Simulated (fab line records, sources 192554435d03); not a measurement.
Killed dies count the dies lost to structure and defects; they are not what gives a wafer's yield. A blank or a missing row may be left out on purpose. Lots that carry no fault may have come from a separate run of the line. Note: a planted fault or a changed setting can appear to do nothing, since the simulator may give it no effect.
Chamber matching / flow n5-finfet / N5_FIN_CUT_DESCUM_13 on rie-diel-06 has 4 sister chambers
The step chemistry O2, time 7 s. 16 wafers are shown with their chamber, then 8 later ones without.

== WAFERS, EACH WITH ITS CHAMBER ==
wafer=L077.1; chamber=3; showerhead-plenum-p-Torr (Torr)=2.22; drypump-motor-current-A (A)=5.2; throttle-valve-pct (%)=19.98
wafer=L077.4; chamber=1; showerhead-plenum-p-Torr (Torr)=2.05; drypump-motor-current-A (A)=5.4; throttle-valve-pct (%)=20.56
wafer=L077.5; chamber=3; showerhead-plenum-p-Torr (Torr)=2.22; drypump-motor-current-A (A)=5.3; throttle-valve-pct (%)=19.99
wafer=L078.1; chamber=2; showerhead-plenum-p-Torr (Torr)=2.12; drypump-motor-current-A (A)=6.1; throttle-valve-pct (%)=20.40
wafer=L078.3; chamber=3; showerhead-plenum-p-Torr (Torr)=2.22; drypump-motor-current-A (A)=5.2; throttle-valve-pct (%)=20.01
wafer=L078.5; chamber=0; showerhead-plenum-p-Torr (Torr)=2.19; drypump-motor-current-A (A)=5.6; throttle-valve-pct (%)=20.39
wafer=L079.2; chamber=1; showerhead-plenum-p-Torr (Torr)=2.05; drypump-motor-current-A (A)=5.4; throttle-valve-pct (%)=20.56
wafer=L079.3; chamber=3; showerhead-plenum-p-Torr (Torr)=2.22; drypump-motor-current-A (A)=5.2; throttle-valve-pct (%)=20.02
wafer=L079.6; chamber=2; showerhead-plenum-p-Torr (Torr)=2.12; drypump-motor-current-A (A)=6.1; throttle-valve-pct (%)=20.40
wafer=L082.1; chamber=0; showerhead-plenum-p-Torr (Torr)=2.18; drypump-motor-current-A (A)=5.6; throttle-valve-pct (%)=20.43
wafer=L082.4; chamber=2; showerhead-plenum-p-Torr (Torr)=2.12; drypump-motor-current-A (A)=6.1; throttle-valve-pct (%)=20.41
wafer=L082.5; chamber=3; showerhead-plenum-p-Torr (Torr)=2.22; drypump-motor-current-A (A)=5.2; throttle-valve-pct (%)=20.02
wafer=L083.1; chamber=2; showerhead-plenum-p-Torr (Torr)=2.12; drypump-motor-current-A (A)=6.1; throttle-valve-pct (%)=20.42
wafer=L083.2; chamber=3; showerhead-plenum-p-Torr (Torr)=2.22; drypump-motor-current-A (A)=5.2; throttle-valve-pct (%)=20.02
wafer=L083.3; chamber=1; showerhead-plenum-p-Torr (Torr)=2.05; drypump-motor-current-A (A)=5.4; throttle-valve-pct (%)=20.57
wafer=L087.1; chamber=2; showerhead-plenum-p-Torr (Torr)=2.12; drypump-motor-current-A (A)=6.1; throttle-valve-pct (%)=20.44

SIGNATURES, as means of the wafers listed above
reading=showerhead-plenum-p-Torr; chamber 0=2.1850; chamber 1=2.0500; chamber 2=2.1200; chamber 3=2.2200; scatter within a chamber=0.00204
reading=drypump-motor-current-A; chamber 0=5.600; chamber 1=5.400; chamber 2=6.100; chamber 3=5.217; scatter within a chamber=0.0264
reading=throttle-valve-pct; chamber 0=20.4100; chamber 1=20.5633; chamber 2=20.4140; chamber 3=20.0067; scatter within a chamber=0.0171
Rule: a wafer's distance from a chamber is the root of the sum, over the readings, of the square of ((its reading less the chamber's mean) divided by the reading's scatter). The wafer belongs to the nearest chamber; if the next one is less than 2 further off, it can't be placed. How the scatter is found: for the shown wafers, subtract from each reading the mean of its chamber, square and add these, divide the total by (wafers less chambers), then take the root.

== WAFERS WITHOUT THEIR CHAMBER ==
wafer=L087.2; showerhead-plenum-p-Torr (Torr)=2.18; drypump-motor-current-A (A)=5.6; throttle-valve-pct (%)=20.44
wafer=L087.5; showerhead-plenum-p-Torr (Torr)=2.18; drypump-motor-current-A (A)=5.5; throttle-valve-pct (%)=20.43
wafer=L089.2; showerhead-plenum-p-Torr (Torr)=2.18; drypump-motor-current-A (A)=5.6; throttle-valve-pct (%)=20.43
wafer=L089.3; showerhead-plenum-p-Torr (Torr)=2.21; drypump-motor-current-A (A)=5.2; throttle-valve-pct (%)=20.04
wafer=L089.5; showerhead-plenum-p-Torr (Torr)=2.18; drypump-motor-current-A (A)=5.6; throttle-valve-pct (%)=20.43
wafer=L095.1; showerhead-plenum-p-Torr (Torr)=2.11; drypump-motor-current-A (A)=6.1; throttle-valve-pct (%)=20.43
wafer=L095.4; showerhead-plenum-p-Torr (Torr)=2.21; drypump-motor-current-A (A)=5.2; throttle-valve-pct (%)=20.07
wafer=L095.6; showerhead-plenum-p-Torr (Torr)=2.21; drypump-motor-current-A (A)=5.2; throttle-valve-pct (%)=20.05

== THE CHAMBER EACH PASSED THROUGH ==
wafer=L087.2; from the rows above=0; in truth=0
wafer=L087.5; from the rows above=0; in truth=0
wafer=L089.2; from the rows above=0; in truth=0
wafer=L089.3; from the rows above=3; in truth=3
wafer=L089.5; from the rows above=0; in truth=0
wafer=L095.1; from the rows above=2; in truth=2
wafer=L095.4; from the rows above=3; in truth=3
wafer=L095.6; from the rows above=3; in truth=3
Placed correctly: 8 of 8. From these rows, 0 cannot be placed. Wrongly placed: 0.
